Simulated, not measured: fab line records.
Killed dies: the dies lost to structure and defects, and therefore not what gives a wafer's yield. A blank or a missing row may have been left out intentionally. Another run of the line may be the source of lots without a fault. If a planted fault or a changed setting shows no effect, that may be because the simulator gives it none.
Struck lot and sound lot, side by side + flow nand harc + 15 steps out of a route of 1302
Sound: the wafers L433.2, L433.4, L433.5. Struck: wafer L436.6 (L436.1, L436.2, from the same lot, were not struck and are left out); the cause is given at the end.
For every step that has rows: the tool of each side, followed by ch and its chambers, followed by its first start. Under that, the readings that differ: sound wafers + struck wafers + difference of the means + sigmas: that difference in standard deviations of wafers without a fault.
alike: readings whose means differ by less than 2 such deviations, and words and numbers that are the same on both sides. not compared: withheld readings, readings that some wafer has no value for, bounds like >300 that may hide the same value, and numbers for which the record gives no deviation and whose values overlap.
A row with sigmas, a row that says differs or no value, or rows on one side alone: a step with any of these is where the two part. Numbers that don't overlap but have no deviation are shown without sigmas and don't part them. A reading that every wafer of one side lacks parts them only if that side has two wafers or more.

first, 8 steps without rows for these wafers: NHARC_A_SGD_CUT_COAT_56 (time 75 s); NHARC_A_SGD_CUT_COAT_57 (time 65 s); NHARC_A_SGD_CUT_COAT_03 (resist thk 90 nm); NHARC_A_SGD_CUT_SOFTBAKE_04 (time 55 s); NHARC_A_SGD_CUT_EBR_05; NHARC_A_SGD_CUT_EXPOSE_06 (exposes mask SGD); NHARC_A_SGD_CUT_PEB_07 (peb time 65 s); NHARC_A_SGD_CUT_DEVELOP_08 (develop time 35 s).
NHARC_A_SGD_CUT_CD_MEAS_09: the cd target is 100 nm.
  sound on cd sem-03 ch 0, day 23 05:25; struck on cd sem-03 ch 0, day 23 23:35
  alike: cd nm
NHARC_A_SGD_CUT_OVL_MEAS_10:
  sound: overlay-02 at day 23 05:30; struck: overlay-02 at day 23 23:40
  alike: overlay x nm, overlay y nm
NHARC_A_SGD_CUT_INSPECT_11:
  sound: defect inspect-02 at day 23 05:32; struck: defect inspect-01 at day 23 23:42
| reading          | sound    | struck | difference | sigmas |
|------------------|----------|--------|------------|--------|
| raw defect count | 13 26 21 | 86     | +66        | +3     |
NHARC_A_SGD_CUT_DESCUM_14: chemistry O2, time 3 s.
  sound on rie diel-03 ch 1,3, day 23 05:37; struck on rie diel-03 ch 3, day 23 23:56
| reading                | sound                | struck | difference | sigmas |
|------------------------|----------------------|--------|------------|--------|
| rf vpp V (V)           | 56.6 56.4 57.2       | 58.5   | +1.8       | +2     |
| throttle valve pct (%) | 11.325 11.320 11.311 | 11.296 | -0.023     | -3     |
  alike: drypump motor current A, oes product au, showerhead plenum p Torr
  not compared: rf hours counter h
NHARC_A_SGD_CUT_ETCH_58: etches the open film in CF4, target depth 39 nm, time 65 s.
  sound on rie diel-03 ch 0,1, day 23 05:41; struck on rie diel-03 ch 2, day 24 00:02
| reading               | sound             | struck | difference | sigmas |
|-----------------------|-------------------|--------|------------|--------|
| oes product au (a.u.) | 1.006 1.006 1.010 | 0.834  | -0.173     | -18    |
  alike: drypump motor current A, rf vpp V, showerhead plenum p Torr, throttle valve pct
  not compared: rf hours counter h
NHARC_A_SGD_CUT_ETCH_59: etches the open film in N2/H2, target depth 260 nm, time 406.25 s.
  sound: rie diel-03 ch 0,2,3; struck: rie diel-03 ch 0
  alike: drypump motor current A, n2 flow sccm, oes product au, rf vpp V, showerhead plenum p Torr, throttle valve pct
  not compared: rf hours counter h
-- break in the record here, with 6 days between the starts of the struck wafers on either side (left off in module A_SGD_CUT, picked up again in module END, where the first step shown is number 1302 on the route) --
NHARC_END_SORT_01:
  here the record holds rows for the struck wafers (prober-01 ch 0, day 29 16:34) but none for the sound ones

## WHERE THEY PART
Earliest at NHARC_A_SGD_CUT_INSPECT_11; latest, in this record, at NHARC_END_SORT_01.

WHY: whatever the simulator had introduced
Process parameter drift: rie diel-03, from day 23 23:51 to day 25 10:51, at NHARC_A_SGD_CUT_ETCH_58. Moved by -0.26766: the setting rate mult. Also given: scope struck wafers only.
